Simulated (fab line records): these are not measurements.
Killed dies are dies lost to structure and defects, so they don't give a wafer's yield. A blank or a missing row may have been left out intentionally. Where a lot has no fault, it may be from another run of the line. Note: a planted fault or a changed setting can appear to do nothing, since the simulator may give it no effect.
fab line records + flow n5_finfet
record:
- lots: 11
- wafers: 31
- last_day: 17
route steps=1938 shown FIN_CUT@177 STI_FIN_REVEAL@190 DUMMY_GATE@219 PASSIVATION@1936
lots that met no fault: from a run of the same line without faults
start_h: hours from the record's opening day to when the first of the lot's shown wafers began + wait_h: hours elapsed since this lot's preceding step + " repeats the value in the row above + L1.1+2: one row covering several wafers at once + - no value present, or no start provided + * or withheld: withheld + < > ~ a bound
route shown NAME@n: a module of which the file shows steps, and the number in the route of the first + usual: average and standard deviation across the fault-free wafers + same: alike in all rows + chamber/n: place in a boat + sites: each site's reading + _std_site: standard deviation of those values + _edge_site: the outer-site mean with the inner-site mean subtracted + radius_mm: how far each site lies from the wafer's centre + mask NAME#n: copy n + behind: the tool/chamber that last shaped the wafer + hold: reason for holding the lot/hours on hold/outcome of the hold + device: whichever transistor did not switch (one of n, p or np) + end of line: the route-end tests of the same wafers + for a step that has no rows: nothing shown but its recipe + killed: the dies lost at the first sort to structure and to defects; this is not the yield of the wafer + map: per-die view of a wafer (x killed, . not killed, _ where there is no die)
set.NAME: the setting as run; set.NAME@STEP: as run at that earlier step + model.NAME: the simulator's own value behind a step, which no gauge read
steps of the route over a sample of lots; a table a step, a row a wafer
services: from which hour (start_h, from the record's first day; less than 0 if before it) a tool's chamber was out of use, for how many hours, and why
== steps ==
step: N5_FIN_CUT_CUT_ETCH_28
recipe:
- chemistry: HBr/Cl2/O2
- target: Si
- target_depth_a: 60
- mask_material: SOC
- time_s: 2.4
- ion_energy_ev: *
- bias_w: *
- pressure_mtorr: 10
- icp_w: 800
- HBr_flow_sccm: 150
- Cl2_flow_sccm: 80
- O2_flow_sccm: 12
usual:
- drypump_motor_current_A: 5.7/0.4
- mfc_cl2_sccm: 80.00/0.22
- oes_o_777_au: 0.97/0.064
- oes_product_au: 0.992/0.017
- throttle_valve_pct: 37.2/0.46
| lot.wafer | tool      | chamber | start_h | wait_h | drypump_motor_current_A | mfc_cl2_sccm | oes_o_777_au | oes_product_au | rf_hours_counter_h | throttle_valve_pct |
|-----------|-----------|---------|---------|--------|-------------------------|--------------|--------------|----------------|--------------------|--------------------|
| L517.2    | rie_si-02 | 1       | 33.58   | 0.0    | 6.1                     | 79.96        | 0.92         | 0.966          | 18                 | 37.2               |
| L517.4    | "         | 0       | "       | "      | 5.8                     | 80.05        | 1.10         | 0.993          | 126                | 36.9               |
| L517.6    | "         | 3       | "       | "      | 5.2                     | 79.84        | 0.95         | 1.005          | -                  | 38.0               |
| L518.2    | rie_si-06 | 3       | 40.48   | 0.0    | 6.6                     | 80.06        | 1.08         | 0.997          | 156                | 37.6               |
| L518.5    | "         | 3       | "       | "      | 6.6                     | 80.20        | 1.08         | 0.995          | -                  | 37.6               |
| L518.6    | "         | 2       | "       | "      | 5.6                     | 80.03        | 0.97         | 0.980          | -                  | 36.9               |
| L519.1    | rie_si-06 | 2       | 45.72   | 0.0    | 5.6                     | 79.97        | 0.97         | 0.984          | 43                 | 36.9               |
| L519.2    | "         | 0       | "       | "      | 4.9                     | 80.26        | 1.04         | 1.018          | 184                | 36.8               |
| L519.5    | "         | 2       | "       | "      | 5.6                     | 79.90        | 0.97         | 0.982          | -                  | 36.9               |
| L520.1    | rie_si-06 | 2       | 51.40   | 0.0    | 5.6                     | 79.94        | 0.97         | 0.989          | 43                 | 36.9               |
| L520.2    | "         | 3       | "       | "      | 6.5                     | 80.01        | 1.08         | 0.995          | 156                | 37.6               |
| L520.6    | "         | 1       | "       | "      | 5.4                     | 79.85        | 0.91         | 1.007          | -                  | 37.3               |
| L521.4    | rie_si-05 | 2       | 56.87   | 0.0    | 5.9                     | 80.38        | 0.92         | 0.998          | 57                 | 36.3               |
| L521.5    | "         | 2       | "       | "      | 5.9                     | 80.17        | 0.93         | 1.002          | -                  | 36.2               |
| L527.1    | rie_si-02 | 0       | 93.94   | 0.0    | 5.8                     | 80.03        | 1.09         | 0.990          | 128                | 37.0               |
| L527.6    | "         | 3       | "       | "      | 5.2                     | 79.76        | 0.94         | 1.005          | -                  | 38.0               |
| L528.1    | rie_si-06 | 3       | 102.27  | 0.0    | 6.6                     | 80.13        | 1.09         | 1.002          | 157                | 37.6               |
| L528.2    | "         | 0       | "       | "      | 4.9                     | 79.89        | 1.04         | 1.017          | 185                | 36.8               |
| L528.5    | "         | 3       | "       | "      | 6.6                     | 80.16        | 1.08         | 1.004          | -                  | 37.6               |
| L529.1    | rie_si-05 | 2       | 107.80  | 0.0    | 5.9                     | 80.06        | 0.92         | 0.998          | 58                 | 36.2               |
| L529.4    | "         | 1       | "       | "      | 5.5                     | 79.93        | 0.98         | 1.012          | 153                | 37.4               |
| L529.6    | "         | 1       | "       | "      | 5.5                     | 79.57        | 0.98         | 1.017          | -                  | 37.4               |
| L537.3    | rie_si-05 | 0       | 153.62  | 0.0    | 5.4                     | 80.11        | 0.95         | 0.980          | 36                 | 37.2               |
| L537.4    | "         | 3       | "       | "      | 6.2                     | 79.80        | 0.92         | 1.006          | 150                | 37.8               |
| L537.5    | "         | 3       | "       | "      | 6.2                     | 80.19        | 0.92         | 1.001          | -                  | 37.8               |
| L538.3    | rie_si-02 | 3       | 160.42  | 0.0    | 5.2                     | 80.15        | 0.95         | 0.997          | 78                 | 38.0               |
| L538.5    | "         | 3       | "       | "      | 5.2                     | 80.10        | 0.95         | 1.006          | -                  | 38.0               |
| L538.6    | "         | 0       | "       | "      | 5.8                     | 79.98        | 1.09         | 0.998          | -                  | 36.9               |
| L539.1    | rie_si-05 | 2       | 165.51  | 0.0    | 5.9                     | 80.00        | 0.92         | 1.007          | 59                 | 36.3               |
| L539.2    | "         | 1       | "       | "      | 5.5                     | 80.22        | 0.99         | 1.022          | 154                | 37.4               |
| L539.6    | "         | 3       | "       | "      | 6.2                     | 79.97        | 0.92         | 1.003          | -                  | 37.8               |
step: N5_STI_FIN_REVEAL_ETCHBACK_08
recipe:
- chemistry: C4F6/O2
- target: SiO2
- target_depth_a: 305
- time_s: 10.167
- ion_energy_ev: 250
- pressure_mtorr: 30
- source_w: 345
- bias_w: 185
- Ar_flow_sccm: 300
- C4F6_flow_sccm: 10
- O2_flow_sccm: 10
usual:
- drypump_motor_current_A: 5.4/0.55
- oes_f_703_au: 0.74/0.071
- oes_o_777_au: 0.74/0.079
- oes_product_au: 0.74/0.075
- rf_vpp_V: 666/20
- showerhead_plenum_p_Torr: 2.81/0.087
- throttle_valve_pct: 21.12/0.26
| lot.wafer | tool        | chamber | start_h | wait_h | drypump_motor_current_A | oes_f_703_au | oes_o_777_au | oes_product_au | rf_hours_counter_h | rf_vpp_V | showerhead_plenum_p_Torr | throttle_valve_pct |
|-----------|-------------|---------|---------|--------|-------------------------|--------------|--------------|----------------|--------------------|----------|--------------------------|--------------------|
| L517.2    | rie_diel-05 | 0       | 40.24   | 0.2    | 5.9                     | 0.67         | 0.66         | 0.67           | 223                | 674      | 2.80                     | 20.95              |
| L517.4    | "           | 2       | "       | "      | 5.2                     | 0.89         | 0.93         | 0.92           | -                  | 671      | 2.91                     | 20.73              |
| L517.6    | "           | 0       | "       | "      | 6.0                     | 0.67         | 0.67         | 0.68           | -                  | 675      | 2.80                     | 20.96              |
| L518.2    | rie_diel-04 | 3       | 46.96   | 0.2    | 4.9                     | 0.71         | 0.71         | 0.73           | 149                | 707      | 2.98                     | 21.51              |
| L518.5    | "           | 3       | "       | "      | 4.9                     | 0.71         | 0.71         | 0.74           | -                  | 707      | 2.98                     | 21.49              |
| L518.6    | "           | 0       | "       | "      | 5.5                     | 0.72         | 0.70         | 0.71           | -                  | 677      | 2.83                     | 21.53              |
| L519.1    | rie_diel-01 | 3       | 51.74   | 0.2    | 4.8                     | 0.70         | 0.71         | 0.70           | 206                | 671      | 2.79                     | 20.78              |
| L519.2    | "           | 1       | "       | "      | 4.7                     | 0.78         | 0.77         | 0.76           | 156                | 644      | 2.96                     | 21.25              |
| L519.5    | "           | 1       | "       | "      | 4.7                     | 0.77         | 0.78         | 0.76           | -                  | 642      | 2.96                     | 21.25              |
| L520.1    | rie_diel-04 | 2       | 57.72   | 0.2    | 5.3                     | 0.75         | 0.77         | 0.76           | 145                | 647      | 2.73                     | 20.80              |
| L520.2    | "           | 1       | "       | "      | 5.3                     | 0.68         | 0.68         | 0.69           | 212                | 680      | 2.68                     | 20.98              |
| L520.6    | "           | 1       | "       | "      | 5.3                     | 0.68         | 0.69         | 0.69           | -                  | 679      | 2.68                     | 20.98              |
| L521.4    | rie_diel-01 | 0       | 64.27   | 0.1    | 4.9                     | 0.65         | 0.66         | 0.67           | 229                | 699      | 2.83                     | 21.29              |
| L521.5    | "           | 0       | "       | "      | 4.9                     | 0.66         | 0.66         | 0.69           | -                  | 698      | 2.83                     | 21.28              |
| L527.1    | rie_diel-05 | 0       | 99.82   | 0.2    | 5.9                     | 0.67         | 0.65         | 0.66           | 242                | 675      | 2.79                     | 20.97              |
| L527.6    | "           | 0       | "       | "      | 6.0                     | 0.66         | 0.66         | 0.66           | -                  | 676      | 2.79                     | 20.97              |
| L528.1    | rie_diel-05 | 1       | 110.30  | 0.4    | 6.4                     | 0.74         | 0.73         | 0.76           | 143                | 672      | 2.76                     | 21.25              |
| L528.2    | "           | 3       | "       | "      | 4.8                     | 0.78         | 0.78         | 0.76           | 159                | 638      | 2.75                     | 21.30              |
| L528.5    | "           | 1       | "       | "      | 6.3                     | 0.74         | 0.74         | 0.76           | -                  | 673      | 2.76                     | 21.24              |
| L529.1    | rie_diel-04 | 1       | 113.69  | 0.2    | 5.3                     | 0.66         | 0.67         | 0.67           | 231                | 678      | 2.67                     | 21.01              |
| L529.4    | "           | 0       | "       | "      | 5.5                     | 0.70         | 0.67         | 0.70           | 225                | 677      | 2.82                     | 21.56              |
| L529.6    | "           | 0       | "       | "      | 5.5                     | 0.70         | 0.68         | 0.69           | -                  | 678      | 2.82                     | 21.58              |
| L537.3    | rie_diel-04 | 0       | 159.51  | 0.1    | 5.4                     | 0.69         | 0.66         | 0.67           | 245                | 676      | 2.81                     | 21.60              |
| L537.4    | "           | 2       | "       | "      | 5.3                     | 0.73         | 0.74         | 0.73           | 184                | 645      | 2.72                     | 20.88              |
| L537.5    | "           | 3       | "       | "      | 4.9                     | 0.68         | 0.68         | 0.83           | -                  | 706      | 2.96                     | 21.70              |
| L538.3    | rie_diel-05 | 1       | 166.31  | 0.1    | 6.4                     | 0.72         | 0.73         | 0.73           | 168                | 671      | 2.75                     | 21.28              |
| L538.5    | "           | 2       | "       | "      | 5.2                     | 0.83         | 0.85         | 0.85           | -                  | 670      | 2.89                     | 20.80              |
| L538.6    | "           | 3       | "       | "      | 4.8                     | 0.76         | 0.77         | 0.74           | -                  | 638      | 2.73                     | 21.34              |
| L539.1    | rie_diel-01 | 1       | 172.20  | 0.2    | 4.7                     | 0.74         | 0.75         | 0.72           | 194                | 643      | 2.94                     | 21.31              |
| L539.2    | "           | 0       | "       | "      | 4.9                     | 0.91         | 0.91         | 0.95           | 7                  | 697      | 2.82                     | 21.10              |
| L539.6    | "           | 3       | "       | "      | 4.9                     | 0.67         | 0.69         | 0.67           | -                  | 670      | 2.77                     | 20.83              |
step: N5_STI_FIN_REVEAL_FIN_H_MEAS_10
usual:
- trench_depth_nm: 51.5/0.89
| lot.wafer | tool   | chamber | start_h | wait_h | trench_depth_nm |
|-----------|--------|---------|---------|--------|-----------------|
| L517.2    | ocd-01 | -       | 43.19   | 0.0    | 51.1            |
| L517.4    | "      | -       | "       | "      | 52.9            |
| L517.6    | "      | -       | "       | "      | 50.1            |
| L518.2    | ocd-01 | -       | 50.22   | 0.0    | 51.4            |
| L518.5    | "      | -       | "       | "      | 50.7            |
| L518.6    | "      | -       | "       | "      | 51.1            |
| L519.1    | ocd-01 | -       | 54.69   | 0.0    | 52.4            |
| L519.2    | "      | -       | "       | "      | 52.7            |
| L519.5    | "      | -       | "       | "      | 52.8            |
| L520.1    | ocd-01 | -       | 60.67   | 0.0    | 52.1            |
| L520.2    | "      | -       | "       | "      | 51.4            |
| L520.6    | "      | -       | "       | "      | 51.3            |
| L521.4    | ocd-02 | -       | 67.34   | 0.0    | 51.5            |
| L521.5    | "      | -       | "       | "      | 51.9            |
| L527.1    | ocd-02 | -       | 102.78  | 0.0    | 50.9            |
| L527.6    | "      | -       | "       | "      | 51.0            |
| L528.1    | ocd-02 | -       | 113.25  | 0.0    | 50.4            |
| L528.2    | "      | -       | "       | "      | 52.6            |
| L528.5    | "      | -       | "       | "      | 51.3            |
| L529.1    | ocd-02 | -       | 116.67  | 0.0    | 50.3            |
| L529.4    | "      | -       | "       | "      | 51.2            |
| L529.6    | "      | -       | "       | "      | 50.4            |
| L537.3    | ocd-02 | -       | 162.46  | 0.0    | 50.4            |
| L537.4    | "      | -       | "       | "      | 52.0            |
| L537.5    | "      | -       | "       | "      | 60.3            |
| L538.3    | ocd-01 | -       | 169.44  | 0.0    | 50.7            |
| L538.5    | "      | -       | "       | "      | 53.4            |
| L538.6    | "      | -       | "       | "      | 52.8            |
| L539.1    | ocd-02 | -       | 175.15  | 0.0    | 50.6            |
| L539.2    | "      | -       | "       | "      | 51.2            |
| L539.6    | "      | -       | "       | "      | 50.7            |
step: N5_STI_FIN_REVEAL_INSPECT_13
recipe:
- inspect_instrument: darkfield
- mode: post_clean
usual:
- raw_defect_count: 11/5
| lot.wafer | tool              | chamber | start_h | wait_h | raw_defect_count |
|-----------|-------------------|---------|---------|--------|------------------|
| L517.2    | defect_inspect-01 | -       | 43.28   | 0.0    | 10               |
| L517.4    | "                 | -       | "       | "      | 10               |
| L517.6    | "                 | -       | "       | "      | 18               |
| L518.2    | defect_inspect-01 | -       | 50.31   | 0.0    | 16               |
| L518.5    | "                 | -       | "       | "      | 10               |
| L518.6    | "                 | -       | "       | "      | 5                |
| L519.1    | defect_inspect-02 | -       | 54.77   | 0.0    | 21               |
| L519.2    | "                 | -       | "       | "      | 9                |
| L519.5    | "                 | -       | "       | "      | 11               |
| L520.1    | defect_inspect-01 | -       | 60.76   | 0.0    | 10               |
| L520.2    | "                 | -       | "       | "      | 30               |
| L520.6    | "                 | -       | "       | "      | 24               |
| L521.4    | defect_inspect-02 | -       | 67.42   | 0.0    | 13               |
| L521.5    | "                 | -       | "       | "      | 14               |
| L527.1    | defect_inspect-01 | -       | 102.87  | 0.0    | 15               |
| L527.6    | "                 | -       | "       | "      | 8                |
| L528.1    | defect_inspect-02 | -       | 113.34  | 0.0    | 2                |
| L528.2    | "                 | -       | "       | "      | 7                |
| L528.5    | "                 | -       | "       | "      | 12               |
| L529.1    | defect_inspect-02 | -       | 116.76  | 0.0    | 10               |
| L529.4    | "                 | -       | "       | "      | 8                |
| L529.6    | "                 | -       | "       | "      | 13               |
| L537.3    | defect_inspect-01 | -       | 162.54  | 0.0    | 10               |
| L537.4    | "                 | -       | "       | "      | 13               |
| L537.5    | "                 | -       | "       | "      | 12               |
| L538.3    | defect_inspect-02 | -       | 169.53  | 0.0    | 18               |
| L538.5    | "                 | -       | "       | "      | 8                |
| L538.6    | "                 | -       | "       | "      | 5                |
| L539.1    | defect_inspect-01 | -       | 175.24  | 0.0    | 16               |
| L539.2    | "                 | -       | "       | "      | 12               |
| L539.6    | "                 | -       | "       | "      | 9                |
step: N5_DUMMY_GATE_THK_MEAS_05
usual:
- thk_nm: 72.2/1.3
| lot.wafer | tool          | chamber | start_h | wait_h | thk_nm |
|-----------|---------------|---------|---------|--------|--------|
| L517.2    | film_metro-01 | -       | 47.47   | 0.1    | 71.5   |
| L517.4    | "             | -       | "       | "      | 74.1   |
| L517.6    | "             | -       | "       | "      | 74.5   |
| L518.2    | film_metro-01 | -       | 56.31   | 0.2    | 71.6   |
| L518.5    | "             | -       | "       | "      | 72.6   |
| L518.6    | "             | -       | "       | "      | 71.1   |
| L519.1    | film_metro-01 | -       | 58.97   | 0.1    | 72.0   |
| L519.2    | "             | -       | "       | "      | 72.6   |
| L519.5    | "             | -       | "       | "      | 73.9   |
| L520.1    | film_metro-02 | -       | 66.22   | 0.2    | 69.8   |
| L520.2    | "             | -       | "       | "      | 72.7   |
| L520.6    | "             | -       | "       | "      | 69.1   |
| L521.4    | film_metro-02 | -       | 71.63   | 0.2    | 73.0   |
| L521.5    | "             | -       | "       | "      | 72.7   |
| L527.1    | film_metro-01 | -       | 107.04  | 0.1    | 70.7   |
| L527.6    | "             | -       | "       | "      | 72.8   |
| L528.1    | film_metro-02 | -       | 117.70  | 0.1    | 71.6   |
| L528.2    | "             | -       | "       | "      | 73.2   |
| L528.5    | "             | -       | "       | "      | 72.7   |
| L529.1    | film_metro-01 | -       | 121.03  | 0.2    | 71.9   |
| L529.4    | "             | -       | "       | "      | 71.7   |
| L529.6    | "             | -       | "       | "      | 70.8   |
| L537.3    | film_metro-01 | -       | 166.79  | 0.1    | 72.0   |
| L537.4    | "             | -       | "       | "      | 70.6   |
| L537.5    | "             | -       | "       | "      | 72.0   |
| L538.3    | film_metro-01 | -       | 173.72  | 0.2    | 73.0   |
| L538.5    | "             | -       | "       | "      | 72.7   |
| L538.6    | "             | -       | "       | "      | 70.0   |
| L539.1    | film_metro-01 | -       | 179.47  | 0.1    | 71.9   |
| L539.2    | "             | -       | "       | "      | 72.5   |
| L539.6    | "             | -       | "       | "      | 74.8   |
step: N5_PASSIVATION_PROBE_49
usual:
- killed_at_M0_to_M3: 35/11
- killed_at_M4_up: 13/5.7
- killed_at_contacts: 12/5.7
- killed_at_front_end: 40/11
- killed_at_other: 4/4.4
- killed_dies: 105/18
- killed_open: 68/14
- killed_short: 34/7.4
same:
- gross_dies: 1180
- killed_at_back_side: 0
| lot.wafer | tool      | chamber | start_h | wait_h | killed_at_M0_to_M3 | killed_at_M4_up | killed_at_contacts | killed_at_front_end | killed_at_other | killed_dies | killed_open | killed_short |
|-----------|-----------|---------|---------|--------|--------------------|-----------------|--------------------|---------------------|-----------------|-------------|-------------|--------------|
| L537.3    | prober-02 | -       | 401.41  | 0.1    | 31                 | 5               | 12                 | 44                  | 16              | 108         | 52          | 46           |
| L537.4    | prober-02 | -       | 401.46  | 0.2    | 32                 | 7               | 30                 | 42                  | 81              | 192         | 80          | 32           |
| L537.5    | prober-02 | -       | 401.51  | 0.2    | 25                 | 13              | 17                 | 40                  | 106             | 201         | 63          | 40           |
| L538.3    | prober-01 | -       | 401.60  | 0.1    | 37                 | 14              | 5                  | 35                  | 5               | 96          | 59          | 37           |
| L538.5    | prober-01 | -       | 401.70  | 0.2    | 45                 | 1               | 12                 | 24                  | 4               | 86          | 48          | 38           |
| L538.6    | prober-01 | -       | 401.75  | 0.3    | 35                 | 14              | 7                  | 46                  | 4               | 106         | 64          | 41           |
killed by level:class
L537.3 MOL_CONTACT_COAG:geometric_particle:open=9 FIN_SAQP:geometric_particle:short=8 GATE_CUT:geometric_particle:short=8 PASSIVATION:area_etch=8 STI_FIN_REVEAL:geometric_particle:open=7 BEOL_M0_SAQP:geometric_particle:open=7 BEOL_M0_SAQP:geometric_particle:short=6 BEOL_M1:geometric_particle:open=5
L537.4 PASSIVATION:area_etch=78 MOL_CONTACT_COAG:geometric_particle:open=24 STI_FIN_REVEAL:geometric_particle:open=16 BEOL_M0:geometric_particle:open=10 FIN_SAQP:geometric_particle:short=8 BEOL_M1:geometric_particle:open=8 MOL_CONTACT_COAG:geometric_particle:short=6 STI_FIN_REVEAL:geometric_particle:short=5
L537.5 PASSIVATION:area_etch=97 MOL_CONTACT_COAG:geometric_particle:open=15 GATE_CUT:geometric_particle:short=7 FIN_SAQP:geometric_particle:short=6 STI_FIN_REVEAL:geometric_particle:open=6 BEOL_M0_SAQP:geometric_particle:open=6 BEOL_M1:geometric_particle:open=5 BEOL_M4:geometric_particle:short=5
L538.3 STI_FIN_REVEAL:geometric_particle:open=8 BEOL_M0_SAQP:geometric_particle:short=7 BEOL_M1:geometric_particle:open=6 DUMMY_GATE:geometric_particle:open=6 GATE_CUT:geometric_particle:open=5 BEOL_M0:geometric_particle:short=5 BEOL_M2:geometric_particle:open=5 GATE_CUT:geometric_particle:short=4
L538.5 MOL_CONTACT_COAG:geometric_particle:open=11 BEOL_M0:geometric_particle:short=10 BEOL_M0_SAQP:geometric_particle:short=7 BEOL_M2:geometric_particle:short=7 BEOL_M3:geometric_particle:open=7 DUMMY_GATE:geometric_particle:open=6 FIN_SAQP:geometric_particle:short=4 STI_FIN_REVEAL:geometric_particle:open=4
L538.6 STI_FIN_REVEAL:geometric_particle:open=13 BEOL_M1:geometric_particle:open=10 STARTING-WAFER:geometric_particle:short=7 FIN_SAQP:geometric_particle:open=6 MOL_CONTACT_COAG:geometric_particle:open=6 BEOL_M0_SAQP:geometric_particle:short=6 BEOL_M0_SAQP:geometric_particle:open=5 BEOL_M3:geometric_particle:open=5
== services ==
| tool        | chamber | start_h | hours | kind                          |
|-------------|---------|---------|-------|-------------------------------|
| rie_diel-01 | -       | 10.68   | 2.8   | pm                            |
| rie_diel-05 | 0       | 12.06   | 4.0   | repair                        |
| rie_si-05   | -       | 38.59   | 4.3   | pm                            |
| rie_diel-05 | 1       | 39.10   | 2.4   | repair                        |
| rie_si-06   | -       | 61.08   | 2.8   | pm                            |
| rie_diel-05 | -       | 71.46   | 0.8   | repair                        |
| rie_diel-01 | -       | 102.19  | 4.3   | pm                            |
| rie_diel-01 | 2       | 107.31  | 5.2   | repair                        |
| rie_diel-05 | 0       | 119.05  | -     | clean                         |
| rie_diel-05 | 0       | 119.05  | -     | consumable_replace:focus_ring |
| rie_diel-05 | 0       | 119.05  | 23.4  | scheduled_down                |
| rie_diel-05 | 0       | 119.05  | 23.4  | vent_cycle                    |
| rie_diel-05 | 2       | 120.99  | 4.6   | repair                        |
| rie_diel-01 | 0       | 141.86  | -     | clean                         |
| rie_diel-01 | 0       | 141.86  | -     | consumable_replace:focus_ring |
| rie_diel-01 | 0       | 141.86  | 13.6  | scheduled_down                |
| rie_diel-01 | 0       | 141.86  | 13.6  | vent_cycle                    |
| rie_diel-04 | 1       | 152.74  | 6.5   | repair                        |
| rie_diel-04 | 1       | 165.36  | -     | clean                         |
| rie_diel-04 | 1       | 165.36  | -     | consumable_replace:focus_ring |
| rie_diel-04 | 1       | 165.36  | -     | consumable_replace:showerhead |
| rie_diel-04 | 1       | 165.36  | 12.3  | scheduled_down                |
| rie_diel-04 | 1       | 165.36  | 12.3  | vent_cycle                    |
== key ==
first_sign:
- step: N5_STI_FIN_REVEAL_FIN_H_MEAS_10
- reading: trench_depth_nm
- direction: up
- sigmas: 9.8
- usual: 51.5
- struck: 60.3
effect none on later readings
met_at N5_STI_FIN_REVEAL_ETCHBACK_08
struck_lots L537
struck_wafers L537.5
tester_left_out L537
baseline_loss:
- step: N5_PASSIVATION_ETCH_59
- wafers: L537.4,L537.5
not_acting_at N5_FIN_CUT_CUT_ETCH_28,N5_STI_FIN_REVEAL_INSPECT_13,N5_DUMMY_GATE_THK_MEAS_05
onset_between 46.96 159.51
fault:
- kind: process_parameter_drift
- tool: rie_diel-04
- chamber: 3
- onset_h: 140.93
- steps: N5_STI_FIN_REVEAL_ETCHBACK_08
- channel: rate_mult
- offset: 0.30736
- shape: step
- end_h: 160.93
tester_left_out: of these lots the tester's yield and bins aren't shown, on N5 and GAA mostly nor the transistor test; their killed dies are dies lost to structure and defects alone, not to doping, threshold or leakage, so they don't give the yield
baseline_loss: these wafers lose ten dies or more at that step, a loss of the line's own and not of a fault; the sort's usual values leave them out
